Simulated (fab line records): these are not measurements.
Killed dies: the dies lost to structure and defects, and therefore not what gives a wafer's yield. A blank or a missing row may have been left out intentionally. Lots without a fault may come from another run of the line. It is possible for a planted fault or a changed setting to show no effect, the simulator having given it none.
One fault through the eyes of 3 desks / flow n5 finfet / every desk sees just its own numbers, and what lay behind them comes last

== THE TOOL OWNER'S DESK: euv scanner-01 ==
The tool's own readings at N5_BEOL_M8_EXPOSE_25 (exposes mask V7, target cd 40 nm): means of the sampled wafers that have a number, for each lot that ran on this tool. If a lot's mean is further than 4 standard deviations from the usual mean, the lot is out of limits and carries the mark OUT (the distance appears in the brackets).
Columns: A = stage msd nm at N5_BEOL_M8_EXPOSE_25, usual 0.830 nm
lot=L868; first seen here=day 10 19:12; A=0.840
lot=L875; first seen here=day 12 23:54; A=0.842
This desk's verdict: no lot among the 2 shows anything out of limits.

== THE DEFECT DESK ==
Counts from the inspections along the route, per lot, as means over the sampled wafers that have a number. If a lot's mean is further than 4 standard deviations from the usual mean, the lot is out of limits and carries the mark OUT (the distance appears in the brackets).
Columns: A = raw defect count at N5_BEOL_M8_INSPECT_30, usual 405
lot=L868; first seen here=day 10 19:24; A=416
lot=L869; first seen here=day 11 20:21; A=376
lot=L875; first seen here=day 13 00:07; A=363
lot=L881; first seen here=day 14 09:11; A=495
lot=L885; first seen here=day 15 06:53; A=331
This desk's verdict: no lot among the 5 shows anything out of limits.

== METROLOGY DESK ==
What the gauges read, lot by lot, whatever tool the lot ran on: means of the sampled wafers that have a number. If a lot's mean is further than 4 standard deviations from the usual mean, the lot is out of limits and carries the mark OUT (the distance appears in the brackets).
Columns: A = cd nm at N5_BEOL_M8_CD_MEAS_18, usual 40.2 nm; B = cd nm at N5_BEOL_M8_CD_MEAS_28, usual 40.00 nm; C = V7_OVL at N5_BEOL_M8_OVL_MEAS_29, usual -0.2 nm
lot=L868; first seen here=day 10 17:43; A=40.0; B=39.90; C=0.1
lot=L869; first seen here=day 11 19:48; A=40.1; B=40.33; C=-0.2
lot=L875; first seen here=day 12 22:40; A=40.2; B=38.45 (-6.7) OUT; C=-0.2
lot=L881; first seen here=day 14 06:55; A=40.3; B=40.06; C=-0.3
lot=L885; first seen here=day 15 03:29; A=39.8; B=40.17; C=0.5
This desk's finding: out of limits on L875; first on L875, day 13 00:02 (cd nm at N5_BEOL_M8_CD_MEAS_28). L868, L869, L881, L885: within limits.

== TAKEN TOGETHER ==
L875 would have let the metrology desk raise an alarm at day 13 00:02.
Nothing out of limits was seen by the tool owner's desk.
Nothing out of limits was seen by the defect desk.
The tool owner's desk has L875 on record, within its limits.
The defect desk has L875 on record, within its limits.
Of the lots named, all ran N5_BEOL_M8_EXPOSE_25 on euv scanner-01.

== WHAT THE SIMULATOR PUT IN ==
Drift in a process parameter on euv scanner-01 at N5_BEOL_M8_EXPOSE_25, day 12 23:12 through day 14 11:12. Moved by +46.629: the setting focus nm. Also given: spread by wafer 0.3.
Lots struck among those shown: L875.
Time in hours between the start of the fault and the first out-of-limits reading at each desk: metrology desk, 1.
